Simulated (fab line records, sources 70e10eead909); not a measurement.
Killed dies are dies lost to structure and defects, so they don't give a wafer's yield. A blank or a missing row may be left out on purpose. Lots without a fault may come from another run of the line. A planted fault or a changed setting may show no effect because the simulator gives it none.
Chamber matching | flow nand_harc | NHARC_A_STAIRCASE_DESCUM_11 on rie_diel-13: 4 sister chambers
The step chemistry O2, time 3 s. 18 wafers are shown with their chamber, then 9 later ones without.

WAFERS WITH THEIR CHAMBER
wafer  | chamber | drypump_motor_current_A (A) | showerhead_plenum_p_Torr (Torr) | oes_product_au (a.u.)
L077.3 | 3       | 5.9                         | 1.94                            | 1.012
L077.4 | 0       | 5.3                         | 1.96                            | 0.985
L077.5 | 2       | 5.5                         | 1.93                            | 0.995
L081.3 | 1       | 5.9                         | 2.03                            | 1.006
L081.5 | 0       | 5.3                         | 1.95                            | 0.991
L081.6 | 1       | 5.9                         | 2.03                            | 1.000
L083.2 | 2       | 5.5                         | 1.92                            | 1.009
L083.3 | 0       | 5.3                         | 1.95                            | 0.992
L083.6 | 3       | 5.9                         | 1.93                            | 1.009
L085.3 | 1       | 5.9                         | 2.03                            | 1.004
L085.4 | 0       | 5.3                         | 1.95                            | 0.989
L085.5 | 2       | 5.5                         | 1.92                            | 1.000
L087.3 | 1       | 5.9                         | 2.03                            | 0.995
L087.5 | 0       | 5.3                         | 1.95                            | 0.982
L087.6 | 3       | 5.9                         | 1.93                            | 1.003
L088.1 | 1       | 5.9                         | 2.02                            | 1.007
L088.3 | 0       | 5.2                         | 1.94                            | 0.998
L088.6 | 2       | 5.6                         | 1.92                            | 1.012

SIGNATURES (means of the wafers above)
reading                  | chamber 0 | chamber 1 | chamber 2 | chamber 3 | scatter within a chamber
drypump_motor_current_A  | 5.283     | 5.900     | 5.525     | 5.900     | 0.0336
showerhead_plenum_p_Torr | 1.9500    | 2.0280    | 1.9225    | 1.9333    | 0.00549
oes_product_au           | 0.98950   | 1.00240   | 1.00400   | 1.00800   | 0.00587
Rule: a wafer's distance from a chamber is the root of the sum, over the readings, of the square of ((its reading less the chamber's mean) divided by the reading's scatter). The wafer belongs to the nearest chamber; if the next one is less than 2 further off, it can't be placed. The scatter: the root of (the sum of the squares of (reading less its chamber's mean) over the shown wafers, divided by (wafers less chambers)).

WAFERS WITHOUT THEIR CHAMBER
wafer  | drypump_motor_current_A (A) | showerhead_plenum_p_Torr (Torr) | oes_product_au (a.u.)
L093.1 | 5.9                         | 1.92                            | 1.010
L093.5 | 5.9                         | 2.02                            | 0.989
L093.6 | 5.5                         | 1.92                            | 1.007
L091.3 | 5.2                         | 1.94                            | 0.981
L091.4 | 5.9                         | 2.02                            | 0.987
L091.5 | 5.9                         | 1.92                            | 1.007
L096.2 | 5.9                         | 2.02                            | 1.003
L096.3 | 6.0                         | 1.92                            | 1.015
L096.4 | 5.5                         | 1.91                            | 1.005

WHICH CHAMBER EACH WENT THROUGH
wafer  | from the rows above | in truth
L093.1 | 3                   | 3
L093.5 | 1                   | 1
L093.6 | 2                   | 2
L091.3 | 0                   | 0
L091.4 | 1                   | 1
L091.5 | 3                   | 3
L096.2 | 1                   | 1
L096.3 | 3                   | 3
L096.4 | 2                   | 2
Placed correctly: 9 of 9. Can't be placed from these rows: 0. Placed wrongly: 0.
